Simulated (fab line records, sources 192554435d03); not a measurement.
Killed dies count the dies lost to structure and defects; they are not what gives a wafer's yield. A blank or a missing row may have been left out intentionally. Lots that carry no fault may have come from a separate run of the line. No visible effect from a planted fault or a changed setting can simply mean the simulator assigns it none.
Matching of chambers | flow n5 finfet | rie si-06 running N5_FIN_SAQP_ETCH_64: 4 sister chambers
The step etches SiO2 in CF4, target depth 1.5 nm. 4 wafers are shown with their chamber, then 8 later ones without.

WAFERS WITH THEIR CHAMBER
wafer  | chamber | throttle valve pct (%)
L080.3 | 2       | 21.79
L085.1 | 1       | 21.85
L085.6 | 0       | 21.72
L086.2 | 3       | 22.03

WAFERS WITH NO CHAMBER GIVEN
wafer  | throttle valve pct (%)
L086.5 | 21.85
L086.6 | 21.71
L088.1 | 21.80
L088.2 | 21.70
L088.3 | 22.02
L096.4 | 22.01
L096.5 | 21.71
L096.6 | 21.86

CHAMBER TAKEN BY EACH
wafer  | from the rows above | in truth
L086.5 | 1                   | 1
L086.6 | 0                   | 0
L088.1 | 2                   | 2
L088.2 | 0                   | 0
L088.3 | 3                   | 3
L096.4 | 3                   | 3
L096.5 | 0                   | 0
L096.6 | 1                   | 1
8 of 8 placed correctly. Number that these rows cannot place: 0. Placed wrongly: 0.
How it was worked out, from the rows above alone: a wafer's distance from a chamber is the root of the sum, over the readings, of the square of ((its reading less the chamber's mean) divided by the reading's scatter). If the next closest chamber is less than 2 further off than the closest, the wafer can't be placed; otherwise it belongs to the closest. The mean given for a chamber averages the wafers shown for that chamber. The scatter: with one shown wafer a chamber, the root of the mean of the squares of how far each hidden wafer lies from its nearest shown one.
